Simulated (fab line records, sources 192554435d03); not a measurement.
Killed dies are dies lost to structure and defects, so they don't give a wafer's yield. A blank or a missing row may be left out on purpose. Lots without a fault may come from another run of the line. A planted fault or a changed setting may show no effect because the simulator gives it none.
Chamber matching | flow n5_finfet | N5_FIN_CUT_CUT_ETCH_26 on rie_diel-03: 4 sister chambers
The step etches SiNx in CH3F/O2, target depth 39 nm, time 55.7 s. 4 wafers are shown with their chamber, then 8 later ones without.

WAFERS WITH THEIR CHAMBER
wafer  | chamber | showerhead_plenum_p_Torr (Torr)
L084.5 | 0       | 1.97
L086.3 | 1       | 2.07
L086.6 | 3       | 2.04
L087.1 | 2       | 1.91

WAFERS WITHOUT THEIR CHAMBER
wafer  | showerhead_plenum_p_Torr (Torr)
L087.2 | 1.97
L087.6 | 1.91
L088.1 | 2.07
L088.5 | 1.91
L088.6 | 2.07
L093.1 | 2.04
L093.3 | 1.90
L093.6 | 2.06

WHICH CHAMBER EACH WENT THROUGH
wafer  | from the rows above | in truth
L087.2 | 0                   | 0
L087.6 | 2                   | 2
L088.1 | 1                   | 1
L088.5 | 2                   | 2
L088.6 | 1                   | 1
L093.1 | 3                   | 3
L093.3 | 2                   | 2
L093.6 | 1                   | 1
Placed correctly: 8 of 8. Can't be placed from these rows: 0. Placed wrongly: 0.
How it was worked out, from the rows above alone: a wafer's distance from a chamber is the root of the sum, over the readings, of the square of ((its reading less the chamber's mean) divided by the reading's scatter). The wafer belongs to the nearest chamber; if the next one is less than 2 further off, it can't be placed. A chamber's mean is the mean of its shown wafers. The scatter: with one shown wafer a chamber, the root of the mean of the squares of how far each hidden wafer lies from its nearest shown one.
